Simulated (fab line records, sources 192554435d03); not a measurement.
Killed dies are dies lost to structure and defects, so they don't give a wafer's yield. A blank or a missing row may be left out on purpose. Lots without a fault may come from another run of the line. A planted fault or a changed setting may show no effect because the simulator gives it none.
Which tool did it? | flow n5_finfet | 10 lots, 30 wafers sampled, at 1 step of a route of 1938

WHAT THE GAUGES READ, wafer by wafer
N5_HKMG_FIN_OVL_MEAS_13.
lot  | measured    | on         | NWFM_OVL (nm)
L327 | day 4 15:01 | overlay-02 | 0.1 -0.3 0.3
L328 | day 4 23:58 | overlay-02 | -0.2 -0.1 0.6
L330 | day 5 14:02 | overlay-02 | -0.2 -0.4 0.5
L333 | day 6 08:09 | overlay-01 | 0.2 0.5 0.2
L334 | day 6 10:23 | overlay-01 | -0.3 -0.2 0.6
L335 | day 6 15:23 | overlay-01 | 1.2 -0.5 1.2
L341 | day 8 00:59 | overlay-01 | 1.8 2.4 -0.3
L342 | day 8 06:46 | overlay-01 | 0.6 0.7 0.5
L343 | day 8 17:29 | overlay-01 | 0.0 -1.0 -0.7
L348 | day 9 21:26 | overlay-01 | 0.7 -0.5 -0.7

WHICH TOOL RAN EACH LOT (tool, then ch and the chambers of the sampled wafers, then the start)
The record holds no process step before these readings.

THE ANSWER, worked out from the rows above alone
Rule: what is usual is taken from the lots themselves. Put in order of their means at a reading, lots are off if they are a third of the lots or fewer, leave a main group of 4 or more, and stand apart from it by a gap of 3 or more times the standard deviation of the main group's means; of several such gaps the widest counts. A main group whose means are all the same, to the digits that the tables above print for the reading, isn't used. A lot without any number at a reading at which 4 lots or more have one is off too. The other lots that the step has rows for count as sound.
No lot is off at any reading shown: from this, nothing can be told.

WHAT THE SIMULATOR HAD PUT IN
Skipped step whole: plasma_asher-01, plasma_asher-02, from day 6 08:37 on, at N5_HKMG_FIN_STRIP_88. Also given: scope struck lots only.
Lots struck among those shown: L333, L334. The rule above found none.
